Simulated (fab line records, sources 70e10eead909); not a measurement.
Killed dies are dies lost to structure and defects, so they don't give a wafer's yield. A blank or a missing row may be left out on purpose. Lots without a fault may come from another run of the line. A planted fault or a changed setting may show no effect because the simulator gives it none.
Chamber matching | flow nand_harc | NHARC_P_CONTACT_CMP_24 on cmp-03: 4 sister chambers
The step polishes, t overpolish 30 s, target thk 200 nm. 4 wafers are shown with their chamber, then 12 later ones without.

WAFERS WITH THEIR CHAMBER
wafer  | chamber | motor_current_A (A)
L088.1 | 3       | 12.6
L089.2 | 2       | 11.8
L089.4 | 0       | 10.0
L089.6 | 1       | 11.4

WAFERS WITHOUT THEIR CHAMBER
wafer  | motor_current_A (A)
L090.1 | 10.9
L090.2 | 10.8
L090.4 | 11.7
L092.2 | 11.0
L092.4 | 12.8
L092.5 | 11.4
L096.2 | 11.9
L096.3 | 12.2
L096.4 | 11.3
L096.1 | 10.6
L096.5 | 11.1
L096.6 | 10.4

WHICH CHAMBER EACH WENT THROUGH
wafer  | from the rows above          | in truth
L090.1 | can't be placed: 1 or 0 or 2 | 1
L090.2 | can't be placed: 1 or 0 or 2 | 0
L090.4 | can't be placed: 2 or 1      | 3
L092.2 | can't be placed: 1 or 2 or 0 | 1
L092.4 | 3                            | 3
L092.5 | can't be placed: 1 or 2      | 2
L096.2 | can't be placed: 2 or 1 or 3 | 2
L096.3 | can't be placed: 2 or 3 or 1 | 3
L096.4 | can't be placed: 1 or 2      | 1
L096.1 | can't be placed: 0 or 1 or 2 | 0
L096.5 | can't be placed: 1 or 2      | 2
L096.6 | can't be placed: 0 or 1      | 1
Placed correctly: 1 of 12. Can't be placed from these rows: 11 (the true chamber is among the candidates in 10). Placed wrongly: 0.
How it was worked out, from the rows above alone: a wafer's distance from a chamber is the root of the sum, over the readings, of the square of ((its reading less the chamber's mean) divided by the reading's scatter). The wafer belongs to the nearest chamber; if the next one is less than 2 further off, it can't be placed. A chamber's mean is the mean of its shown wafers. The scatter: with one shown wafer a chamber, the root of the mean of the squares of how far each hidden wafer lies from its nearest shown one.
